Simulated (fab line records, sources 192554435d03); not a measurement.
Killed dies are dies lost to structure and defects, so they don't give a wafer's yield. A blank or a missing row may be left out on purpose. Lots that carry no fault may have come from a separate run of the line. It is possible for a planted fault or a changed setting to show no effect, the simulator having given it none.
Chamber matching :: flow n5 finfet :: rie si-04 running N5_BEOL_M0_SAQP_ETCH_102: 4 sister chambers
The step etches SiO2 in CF4, target depth 4 nm, time 4.4 s. 8 wafers are shown with their chamber, then 9 later ones without.

## WAFERS, EACH WITH ITS CHAMBER
wafer: L076.3
chamber: 1
throttle valve pct (%): 21.78
oes product au (a.u.): 1.004

wafer: L079.2
chamber: 2
throttle valve pct (%): 21.52
oes product au (a.u.): 1.002

wafer: L081.1
chamber: 0
throttle valve pct (%): 21.78
oes product au (a.u.): 1.007

wafer: L081.3
chamber: 2
throttle valve pct (%): 21.50
oes product au (a.u.): 0.994

wafer: L081.4
chamber: 3
throttle valve pct (%): 21.87
oes product au (a.u.): 0.990

wafer: L083.1
chamber: 3
throttle valve pct (%): 21.88
oes product au (a.u.): 0.983

wafer: L083.4
chamber: 1
throttle valve pct (%): 21.77
oes product au (a.u.): 1.002

wafer: L083.6
chamber: 0
throttle valve pct (%): 21.77
oes product au (a.u.): 1.020

## WAFERS WITHOUT THEIR CHAMBER
wafer: L088.2
throttle valve pct (%): 21.51
oes product au (a.u.): 1.014

wafer: L088.4
throttle valve pct (%): 21.87
oes product au (a.u.): 0.983

wafer: L088.6
throttle valve pct (%): 21.79
oes product au (a.u.): 1.014

wafer: L096.3
throttle valve pct (%): 21.53
oes product au (a.u.): 0.994

wafer: L096.4
throttle valve pct (%): 21.87
oes product au (a.u.): 0.975

wafer: L096.6
throttle valve pct (%): 21.77
oes product au (a.u.): 1.008

wafer: L097.3
throttle valve pct (%): 21.51
oes product au (a.u.): 1.005

wafer: L097.4
throttle valve pct (%): 21.80
oes product au (a.u.): 1.010

wafer: L097.5
throttle valve pct (%): 21.78
oes product au (a.u.): 0.996

## CHAMBER TAKEN BY EACH
wafer: L088.2
from the rows above: 2
in truth: 2

wafer: L088.4
from the rows above: 3
in truth: 3

wafer: L088.6
from the rows above: can't be placed: 0 or 1
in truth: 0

wafer: L096.3
from the rows above: 2
in truth: 2

wafer: L096.4
from the rows above: 3
in truth: 3

wafer: L096.6
from the rows above: can't be placed: 1 or 0
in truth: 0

wafer: L097.3
from the rows above: 2
in truth: 2

wafer: L097.4
from the rows above: can't be placed: 0 or 1
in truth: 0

wafer: L097.5
from the rows above: can't be placed: 1 or 0
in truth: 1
5 of 9 placed correctly. Can't be placed from these rows: 4 (the true chamber is among the candidates in 4). Placed wrongly: 0.
How it was worked out, from the rows above alone: a wafer's distance from a chamber is the root of the sum, over the readings, of the square of ((its reading less the chamber's mean) divided by the reading's scatter). The wafer belongs to the nearest chamber; if the next one is less than 2 further off, it can't be placed. The mean given for a chamber averages the wafers shown for that chamber. How the scatter is found: for the shown wafers, subtract from each reading the mean of its chamber, square and add these, divide the total by (wafers less chambers), then take the root.
